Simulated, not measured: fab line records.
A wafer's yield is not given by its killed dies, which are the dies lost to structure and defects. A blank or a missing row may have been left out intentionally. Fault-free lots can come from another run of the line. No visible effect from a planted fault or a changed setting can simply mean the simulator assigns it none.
Struck lot and sound lot, side by side | flow n5_finfet | 26 out of 1938 route steps
Sound: these wafers, L350.2, L350.3, L350.6. Wafers L337.1, L337.4, L337.6 were the ones struck. At the end, the cause is stated.
Order at every step that has rows: each side's tool, ch and its chambers, its first start. Under that, the readings that differ: sound wafers | struck wafers | difference of the means | sigmas: that difference in standard deviations of wafers without a fault.
alike: same words and numbers on both sides, and readings whose means sit less than 2 such deviations apart. not compared: any withheld reading, any reading some wafer has no value for, any bound like >300 that may hide the same value, and any number with overlapping values for which the record gives no deviation.
A row with sigmas, a row that says differs or no value, or rows on one side alone: a step with any of these is where the two part. Numbers that have no deviation but don't overlap get no sigmas and don't part them. Lack of a reading on every wafer of one side parts them only where that side has two or more wafers.

first, 11 steps without rows for these wafers: N5_GATE_CUT_CUT_ETCH_55 (etches HfO2 in BCl3, target depth 3.2 nm); N5_GATE_CUT_ETCH_47 (etches SiO2 in Cl2/BCl3, target depth 10 nm); N5_GATE_CUT_VAPOR_ETCH_48 (etches TiN in BCl3/Cl2); N5_GATE_CUT_VAPOR_ETCH_49 (etches TiAlC in BCl3/Cl2); N5_GATE_CUT_VAPOR_ETCH_51 (etches HfO2 in BCl3/Cl2); N5_GATE_CUT_STRIP_21 (strips in N2/H2, time 30 s); N5_GATE_CUT_STRIP_29 (strips in post etch residue remover, time 60 s); N5_GATE_CUT_SRD_52 (time 30 s); N5_GATE_CUT_ALD_22 (deposits SiNx, target thk 16 nm, pulse time 1 s, ald cycles 320); N5_GATE_CUT_CMP_23 (polishes, stops on SiO2, t overpolish 23.4 s, target thk 16 nm); N5_GATE_CUT_CMP_43 (polishes SiO2).
N5_GATE_CUT_CMP_61: polishes, stops on SiNx, t overpolish 3 s.
  sound on cmp-02 ch 0,1,2, day 9 13:37; struck on cmp-02 ch 2,3, day 6 06:13
  alike: motor_current_A, slurry_flow_ml_min
N5_GATE_CUT_INSPECT_26: inspects for defects (darkfield).
  struck on defect_inspect-02, day 6 06:40; sound on defect_inspect-01, day 9 13:52
  reading          | sound    | struck      | difference | sigmas
  raw_defect_count | 24 43 22 | 524 460 525 | +473       | +30
then, 9 steps without rows for these wafers: N5_MOL_CONTACT_COAG_COAT_103 (time 60 s, resist thk 80 nm); N5_MOL_CONTACT_COAG_COAT_104 (time 60 s, resist thk 12 nm); N5_MOL_CONTACT_COAG_COAT_58 (time 60 s, resist thk 10 nm); N5_MOL_CONTACT_COAG_COAT_02 (resist thk 30 nm); N5_MOL_CONTACT_COAG_EBR_04; N5_MOL_CONTACT_COAG_SOFTBAKE_03 (time 60 s); N5_MOL_CONTACT_COAG_EXPOSE_05 (exposes mask CA, defocus 0 nm); N5_MOL_CONTACT_COAG_PEB_06 (peb time 60 s); N5_MOL_CONTACT_COAG_DEVELOP_07 (develop time 30 s).
N5_MOL_CONTACT_COAG_INSPECT_10: inspects for defects (brightfield).
  struck on defect_inspect-02, day 6 07:11; sound on defect_inspect-01, day 9 14:14
  reading          | sound    | struck      | difference | sigmas
  raw_defect_count | 42 78 59 | 539 466 542 | +456       | +17
then, 1 step without rows for these wafers: N5_MOL_CONTACT_COAG_DESCUM_13 (chemistry O2, time 7 s).
-- a jump in the record: the struck wafers' starts before and after are 3 days apart (it breaks off in module MOL_CONTACT_COAG and resumes in module BEOL_M4, where the first step shown is number 1111 of the route) --
N5_BEOL_M4_RC_MEAS_101:
  sound on prober-01 ch 0, day 13 08:48; struck on prober-01 ch 0, day 9 04:09
  reading       | sound       | struck      | difference | sigmas
  ION_N (uA/um) | 634 658 653 | 668 695 659 | +26        | +2
  VT_N (mV)     | 258 258 256 | 251 244 251 | -9         | -2
  alike: DIBL_N, DIBL_P, IOFF_N, IOFF_P, ION_P, SS_N, SS_P, VT_P
-- here the record skips 4 days between the struck wafers' starts before and after, leaving off in module BEOL_M4 and picking up in module PASSIVATION (first step shown: number 1936 of the route) --
N5_PASSIVATION_PROBE_49:
  rows exist in the record for the struck wafers here (prober-02, day 13 07:35), but not for the sound ones

== WHERE THEY PART ==
At N5_GATE_CUT_INSPECT_26 first; at N5_PASSIVATION_PROBE_49 last (within this record only).

WHY: whatever the simulator had introduced
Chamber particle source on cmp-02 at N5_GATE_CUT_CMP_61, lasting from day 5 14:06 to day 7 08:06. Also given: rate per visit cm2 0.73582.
